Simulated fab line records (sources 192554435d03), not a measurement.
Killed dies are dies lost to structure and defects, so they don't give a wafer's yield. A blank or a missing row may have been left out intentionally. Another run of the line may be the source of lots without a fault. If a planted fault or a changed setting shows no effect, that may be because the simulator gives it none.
Split-lot experiment    flow n5-finfet    7 lots, 21 wafers read, on a route of 1938 steps

== THE SPLIT ITSELF ==
At N5_DUMMY_GATE_EXPOSE_12 (exposes mask GATE, target cd 25 nm), the setting dose-mj was moved away from the recipe's 34 on 6 of the 21 wafers read, by -6.1% to +5.3%. This setting was run at the recipe's value on the other wafers.

== FROM THE SPLIT TO THE READING: what the file shows between them, 2 steps ==
- N5_DUMMY_GATE_PEB_13: peb time 60 s
- N5_DUMMY_GATE_DEVELOP_14: develop time 30 s

== THE READING ==
cd-nm (nm) at N5_DUMMY_GATE_CD_MEAS_15, where the cd target is 25.8 nm. Fault-free wafers of this fab line usually give 25.02 nm, standard deviation 0.22 nm.

wafer   tool, chamber at the split  dose-mj as run  against the recipe  cd-nm, nm  against lot-mates on the recipe
L075.1  euv-scanner-01, 0           34              recipe              24.99      -
L075.3  euv-scanner-01, 0           34              recipe              24.84      -
L075.5  euv-scanner-01, 0           34              recipe              25.12      -
L082.1  euv-scanner-02, 0           34              recipe              25.20      -
L082.2  euv-scanner-02, 0           34              recipe              24.70      -
L082.6  euv-scanner-02, 0           34              recipe              24.75      -
L083.1  euv-scanner-02, 0           34              recipe              25.31      -
L083.3  euv-scanner-02, 0           32.47           -4.5%               25.68      +0.37
L083.4  euv-scanner-02, 0           32.47           -4.5%               25.81      +0.50
L087.1  euv-scanner-02, 0           35.79           +5.3%               24.01      -0.90
L087.2  euv-scanner-02, 0           35.79           +5.3%               24.14      -0.77
L087.4  euv-scanner-02, 0           34              recipe              24.91      -
L093.3  euv-scanner-02, 0           34.64           +1.9%               24.71      -0.47
L093.5  euv-scanner-02, 0           34              recipe              25.28      -
L093.6  euv-scanner-02, 0           34              recipe              25.08      -
L095.2  euv-scanner-02, 0           34              recipe              24.98      -
L095.4  euv-scanner-02, 0           34              recipe              25.09      -
L095.6  euv-scanner-02, 0           31.94           -6.1%               26.41      +1.38
L096.1  euv-scanner-02, 0           34              recipe              25.36      -
L096.3  euv-scanner-02, 0           34              recipe              25.24      -
L096.6  euv-scanner-02, 0           34              recipe              25.22      -

THE FIT
A straight line over all 21 wafers: cd-nm changes by -0.186 nm for each +1% of dose-mj; r = -0.93; the points scatter about the line by 0.19 nm.
The same after taking each lot's own level away (the mean of its wafers on the recipe; 21 wafers): -0.161 nm for each +1%; r = -0.93; scatter 0.18 nm.
According to that fit, moving dose-mj by its largest amount changes the reading by 0.98 nm.
Across the lots, their own levels run from 24.883 to 25.310 nm, a range of 1.9 times the standard deviation given above.
Hence the slope depends on the lot-to-lot level, as the two fits are not the same.
Check: with one of the wafers moved furthest among these (-6.1%) left out of the fit, the line predicts +0.779 nm for it against its lot-mates. It came out at +1.38 nm against them.

== FURTHER SPLITS ON THESE WAFERS ==
Before the reading, these wafers also passed through other splits. Each is held against what the fit with the lots' levels taken away leaves over:
other split on the same wafers  wafers away from the commonest value  r with cd-nm (lot level and that fit taken away)
N5_WELL_APT_COAT_02 spin-rpm    8                                     -0.06
N5_DUMMY_GATE_HM_DEP_06 time-s  9                                     -0.32

== THE FILE'S OWN FIT ==
cd-nm changes by -0.177 nm for each +1% of dose-mj, r = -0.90.
